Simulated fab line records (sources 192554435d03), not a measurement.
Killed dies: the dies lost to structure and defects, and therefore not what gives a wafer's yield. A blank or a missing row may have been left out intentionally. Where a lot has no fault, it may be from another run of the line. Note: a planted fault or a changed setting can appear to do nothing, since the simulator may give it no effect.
A struck lot beside a sound one / flow n5-finfet / 15 steps out of a route of 1938
Sound: these wafers, L845.1, L845.3, L845.6. Wafers L855.1, L855.3, L855.6 were the ones struck. Last of all comes the cause.
Each step with rows lists, per side, the tool, then ch with its chambers, then its first start. Under that, the readings that differ: sound wafers / struck wafers / difference of the means / sigmas: that difference in standard deviations of wafers without a fault.
alike: a reading whose means differ by less than 2 such deviations, as well as words and numbers matching on both sides. not compared: withheld readings; readings where some wafer has no value; bounds like >300 that might hide an equal value; numbers whose values overlap and for which the record gives no deviation.
A row with sigmas, a row that says differs or no value, or rows on one side alone: a step with any of these is where the two part. Non-overlapping numbers with no deviation appear without sigmas and do not part them. Lack of a reading on every wafer of one side parts them only where that side has two or more wafers.

N5_MIM_BOT_LITHO_CD_MEAS_08: the cd target is 3000 nm.
  sound on cd-sem-02 ch 0, day 14 12:14; struck on cd-sem-03 ch 0, day 16 18:22
  alike: cd-nm
N5_MIM_BOT_LITHO_OVL_MEAS_11:
  sound on overlay-02 ch 0, day 14 12:16; struck on overlay-01 ch 0, day 16 18:23
  alike: MIM_BOT_OVL
N5_MIM_BOT_LITHO_INSPECT_12: inspects for defects (macro).
  sound on defect-inspect-02 at day 14 12:18; struck on defect-inspect-01 at day 16 18:25
  alike: raw-defect-count
N5_MIM_BOT_LITHO_DESCUM_10: chemistry O2, time 7.9 s.
  sound on rie-diel-01 ch 0,3, day 14 12:20; struck on rie-diel-04 ch 0,1, day 16 18:27
reading=drypump-motor-current-A (A); sound=6.7 5.9 6.7; struck=5.3 5.6 5.5; difference=-1.0; sigmas=-2
  alike: oes-product-au, rf-vpp-V, showerhead-plenum-p-Torr, throttle-valve-pct
  not compared: rf-hours-counter-h
N5_MIM_BOT_ETCH_ETCH_04: etches SiNx in CF4/O2, target depth 26 nm, time 13 s.
  sound on rie-diel-01 ch 0,3, day 14 12:24; struck on rie-diel-04 ch 0,1, day 16 18:31
reading=drypump-motor-current-A (A); sound=6.7 5.9 6.7; struck=5.3 5.6 5.5; difference=-1.0; sigmas=-2
  alike: oes-product-au, rf-vpp-V, showerhead-plenum-p-Torr, throttle-valve-pct
  not compared: rf-hours-counter-h
then, 1 step without rows for these wafers: N5_MIM_BOT_ETCH_ETCH_03 (etches the open film in Cl2/BCl3, target depth 12 nm).
N5_MIM_BOT_ETCH_ETCH_00: etches TiN in Cl2/BCl3, target depth 45.5 nm.
  sound on rie-metal-02 ch 0,1, day 14 12:35; struck on rie-metal-01 ch 0,1, day 16 18:41
  alike: drypump-motor-current-A, oes-product-au, throttle-valve-pct
  not compared: rf-hours-counter-h
N5_MIM_BOT_ETCH_STRIP_01: strips in O2.
  sound on rie-diel-01 ch 0,1,3, day 14 12:43; struck on rie-diel-01 ch 0,3, day 16 18:50
  alike: drypump-motor-current-A, oes-product-au, rf-vpp-V, showerhead-plenum-p-Torr, throttle-valve-pct
  not compared: rf-hours-counter-h
then, 3 steps without rows for these wafers: N5_MIM_BOT_ETCH_STRIP_02 (strips in post etch residue remover, time 1200 s); N5_MIM_BOT_ETCH_CLEAN_05 (cleans in IPA, time 180 s); N5_MIM_BOT_ETCH_SRD_06 (time 30 s).
N5_PASSIVATION_PECVD_55: deposits SiO2 from SiH4/N2O, target thk 400 nm, time 22.5 s.
  sound on pecvd-04 ch 0,1,2, day 14 13:13; struck on pecvd-04 ch 0,2, day 16 19:20
  alike: chamber-pressure-Torr, heater-power-outer-w, heater-power-w, showerhead-plenum-p-Torr, throttle-valve-pct
  not compared: since-wet-clean-h
N5_PASSIVATION_PECVD_01: deposits SiNx from SiH4/NH3/N2, target thk 200 nm, time 43.2 s.
  sound on pecvd-04 ch 0,1,2, day 14 13:16; struck on pecvd-04 ch 0,2, day 16 19:23
  no value came back on the struck wafers for any of 5 readings (chamber-pressure-Torr (Torr), heater-power-outer-w (W) and others); on the sound wafers chamber-pressure-Torr (Torr) reads 4.894 4.899 4.885
  not compared: since-wet-clean-h
then, 1 step without rows for these wafers: N5_PASSIVATION_HMDS_03 (time 60 s).
N5_PASSIVATION_PROBE_49:
  rows exist in the record for the struck wafers here (prober-01, day 17 02:59), but not for the sound ones

== WHERE THEY PART ==
First at N5_MIM_BOT_LITHO_DESCUM_10; last, within this record, at N5_PASSIVATION_PROBE_49.

WHY: what had been put in by the simulator
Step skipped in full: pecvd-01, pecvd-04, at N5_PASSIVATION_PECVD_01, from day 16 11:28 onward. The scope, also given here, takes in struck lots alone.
